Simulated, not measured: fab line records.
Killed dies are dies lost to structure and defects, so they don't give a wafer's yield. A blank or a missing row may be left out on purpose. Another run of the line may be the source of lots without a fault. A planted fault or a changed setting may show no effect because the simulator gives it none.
Chamber matching :: flow nand_harc :: NHARC_A_STAIRCASE_DESCUM_270 on rie_diel-10 has 4 sister chambers
The step chemistry O2, time 3 s. 14 wafers are shown with their chamber, then 7 later ones without.

WAFERS WITH THEIR CHAMBER
wafer: L074.2
chamber: 3
drypump_motor_current_A (A): 6.2
oes_product_au (a.u.): 1.011
o2_flow_sccm (sccm): 200.5

wafer: L074.3
chamber: 0
drypump_motor_current_A (A): 6.3
oes_product_au (a.u.): 1.017
o2_flow_sccm (sccm): 199.0

wafer: L074.5
chamber: 1
drypump_motor_current_A (A): 6.1
oes_product_au (a.u.): 0.991
o2_flow_sccm (sccm): 199.3

wafer: L076.3
chamber: 3
drypump_motor_current_A (A): 6.1
oes_product_au (a.u.): 1.000
o2_flow_sccm (sccm): 199.5

wafer: L076.5
chamber: 2
drypump_motor_current_A (A): 5.5
oes_product_au (a.u.): 1.024
o2_flow_sccm (sccm): 200.9

wafer: L076.6
chamber: 1
drypump_motor_current_A (A): 6.1
oes_product_au (a.u.): 0.994
o2_flow_sccm (sccm): 200.9

wafer: L083.2
chamber: 1
drypump_motor_current_A (A): 6.1
oes_product_au (a.u.): 0.991
o2_flow_sccm (sccm): 200.3

wafer: L083.3
chamber: 0
drypump_motor_current_A (A): 6.3
oes_product_au (a.u.): 1.005
o2_flow_sccm (sccm): 200.0

wafer: L083.4
chamber: 3
drypump_motor_current_A (A): 6.2
oes_product_au (a.u.): 1.004
o2_flow_sccm (sccm): 199.0

wafer: L085.2
chamber: 3
drypump_motor_current_A (A): 6.1
oes_product_au (a.u.): 0.999
o2_flow_sccm (sccm): 199.4

wafer: L085.3
chamber: 1
drypump_motor_current_A (A): 6.1
oes_product_au (a.u.): 0.993
o2_flow_sccm (sccm): 200.6

wafer: L085.5
chamber: 2
drypump_motor_current_A (A): 5.5
oes_product_au (a.u.): 1.022
o2_flow_sccm (sccm): 200.2

wafer: L089.2
chamber: 0
drypump_motor_current_A (A): 6.3
oes_product_au (a.u.): 1.010
o2_flow_sccm (sccm): 198.6

wafer: L089.3
chamber: 1
drypump_motor_current_A (A): 6.1
oes_product_au (a.u.): 1.002
o2_flow_sccm (sccm): 200.4

SIGNATURES (averages over the wafers above)
reading: drypump_motor_current_A
chamber 0: 6.300
chamber 1: 6.100
chamber 2: 5.500
chamber 3: 6.150
scatter within a chamber: 0.0316

reading: oes_product_au
chamber 0: 1.01067
chamber 1: 0.99420
chamber 2: 1.02300
chamber 3: 1.00350
scatter within a chamber: 0.00496

reading: o2_flow_sccm
chamber 0: 199.200
chamber 1: 200.300
chamber 2: 200.550
chamber 3: 199.600
scatter within a chamber: 0.63
Rule: for a wafer and a chamber, the distance is found by dividing, reading by reading, the gap between the wafer's reading and the chamber's mean by the reading's scatter, squaring, summing and taking the root. If the next closest chamber is less than 2 further off than the closest, the wafer can't be placed; otherwise it belongs to the closest. The scatter is the square root of a quotient: the sum, over the shown wafers, of each reading's squared deviation from its chamber's mean, divided by wafers minus chambers.

WAFERS WHOSE CHAMBER IS MISSING
wafer: L089.4
drypump_motor_current_A (A): 6.1
oes_product_au (a.u.): 1.012
o2_flow_sccm (sccm): 199.7

wafer: L093.1
drypump_motor_current_A (A): 6.1
oes_product_au (a.u.): 1.004
o2_flow_sccm (sccm): 201.3

wafer: L093.5
drypump_motor_current_A (A): 6.3
oes_product_au (a.u.): 1.008
o2_flow_sccm (sccm): 199.3

wafer: L093.6
drypump_motor_current_A (A): 6.1
oes_product_au (a.u.): 1.012
o2_flow_sccm (sccm): 200.6

wafer: L094.1
drypump_motor_current_A (A): 6.3
oes_product_au (a.u.): 1.015
o2_flow_sccm (sccm): 199.4

wafer: L094.3
drypump_motor_current_A (A): 5.5
oes_product_au (a.u.): 1.018
o2_flow_sccm (sccm): 199.6

wafer: L094.6
drypump_motor_current_A (A): 5.5
oes_product_au (a.u.): 1.021
o2_flow_sccm (sccm): 200.3

EACH ONE'S CHAMBER
wafer: L089.4
from the rows above: can't be placed: 3 or 1
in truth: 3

wafer: L093.1
from the rows above: can't be placed: 1 or 3
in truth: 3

wafer: L093.5
from the rows above: 0
in truth: 0

wafer: L093.6
from the rows above: can't be placed: 3 or 1
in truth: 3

wafer: L094.1
from the rows above: 0
in truth: 0

wafer: L094.3
from the rows above: 2
in truth: 2

wafer: L094.6
from the rows above: 2
in truth: 2
Correct placement for 4 of the 7. Cannot be placed on the basis of these rows: 3; the candidates contain the true chamber in 3. 0 placed wrongly.
